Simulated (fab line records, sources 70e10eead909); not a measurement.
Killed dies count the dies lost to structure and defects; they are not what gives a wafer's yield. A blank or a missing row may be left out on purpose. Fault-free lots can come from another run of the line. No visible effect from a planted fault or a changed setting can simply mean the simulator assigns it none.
A struck lot beside a sound one :: flow nandHarc :: 14 steps out of a route of 1302
Sound: these wafers, L112.1, L112.2, L112.3. Struck: wafers L128.2, L128.5. (L128.1 of the same lot was not struck and is left out.) The cause comes at the end.
Per side, at each step with rows, come the tool, then ch with its chambers, and then its first start. Under that, the readings that differ: sound wafers :: struck wafers :: difference of the means :: sigmas: that difference in standard deviations of wafers without a fault.
alike: readings with means less than 2 such deviations apart, plus words and numbers identical on both sides. not compared: withheld readings, readings lacking a value on some wafer, bounds such as >300 that could conceal the same value, and numbers that have no deviation in the record and whose values overlap.
Wherever a step has rows on one side only, a row that says differs or no value, or a row with sigmas, the two part there. Numbers that have no deviation but don't overlap get no sigmas and don't part them. A reading that every wafer of one side lacks parts them only if that side has two wafers or more.

first, 4 steps without rows for these wafers: NHARC_A_BONDPAD_EBR_05; NHARC_A_BONDPAD_EXPOSE_06 (exposes mask A BPAD); NHARC_A_BONDPAD_PEB_07 (peb time 80 s); NHARC_A_BONDPAD_DEVELOP_08 (time 50 s).
NHARC_A_BONDPAD_CD_MEAS_09: the cd target is 500 nm.
  sound on cdSem-02 ch 0, day 23 04:55; struck on cdSem-03 ch 0, day 29 21:57
  alike: cdNm
NHARC_A_BONDPAD_OVL_MEAS_35:
  sound on overlay-02, day 23 05:01; struck on overlay-02, day 29 22:02
reading: overlayYNm (nm)
sound: -9 -9 -9
struck: 7 7
difference: +16
sigmas: +3
  alike: overlayXNm
then, 1 step without rows for these wafers: NHARC_A_BONDPAD_HARDBAKE_10 (time 65 s).
NHARC_A_BONDPAD_DESCUM_11: chemistry O2, time 3 s.
  sound on rieDiel-07 ch 1,2,3, day 23 05:08; struck on rieDiel-08 ch 1,3, day 29 22:10
  alike: drypumpMotorCurrentA, oesProductAu, rfVppV, showerheadPlenumPTorr, throttleValvePct
  not compared: rfHoursCounterH
NHARC_A_BONDPAD_ETCH_34: etches the open film in N2/H2, target depth 60 nm, overetch 18 nm, time 65.91 s.
  sound on rieDiel-07 ch 0,1,3, day 23 05:13; struck on rieDiel-08 ch 3, day 29 22:43
  alike: drypumpMotorCurrentA, n2FlowSccm, oesProductAu, rfVppV, runLengthS, showerheadPlenumPTorr, throttleValvePct
  not compared: rfHoursCounterH
NHARC_A_BONDPAD_ETCH_12: etches the open film in CHF3/O2, target depth 220 nm, time 110 s.
  sound: rieDiel-07 ch 0,2,3; struck: rieDiel-08 ch 1
  alike: drypumpMotorCurrentA, oesProductAu, rfVppV, runLengthS, showerheadPlenumPTorr, throttleValvePct
  not compared: rfHoursCounterH
NHARC_A_BONDPAD_CD_MEAS_13:
  sound on cdSem-02, day 23 05:27; struck on cdSem-03, day 29 23:05
  alike: cdNm
NHARC_A_BONDPAD_STRIP_15: strips in O2.
  sound on rieDiel-08 ch 0,1,3, day 23 05:32; struck on rieDiel-07 ch 3, day 29 23:09
  alike: drypumpMotorCurrentA, oesProductAu, rfVppV, showerheadPlenumPTorr, throttleValvePct
  not compared: rfHoursCounterH
NHARC_A_BONDPAD_ETCH_24: etches the open film in CF4/N2, target depth 30 nm, time 72.99 s.
  sound on rieDiel-08 ch 0,2,3, day 23 05:41; struck on rieDiel-07 ch 0,1, day 29 23:20
reading: runLengthS (s)
sound: 94.1 93.9 94.1
struck: 73.2 72.5
difference: -21.2
sigmas: -47

reading: throttleValvePct (%)
sound: 19.805 19.794 19.812
struck: 19.794 19.772
difference: -0.021
sigmas: -2
  alike: drypumpMotorCurrentA, n2FlowSccm, oesProductAu, rfVppV, showerheadPlenumPTorr
  not compared: rfHoursCounterH
then, 1 step without rows for these wafers: NHARC_A_BONDPAD_STRIP_16 (strips in post etch residue remover, time 600 s).

WHERE THEY PART
At NHARC_A_BONDPAD_OVL_MEAS_35 first; at NHARC_A_BONDPAD_ETCH_24 last (within this record only).

WHY: what the simulator had put in
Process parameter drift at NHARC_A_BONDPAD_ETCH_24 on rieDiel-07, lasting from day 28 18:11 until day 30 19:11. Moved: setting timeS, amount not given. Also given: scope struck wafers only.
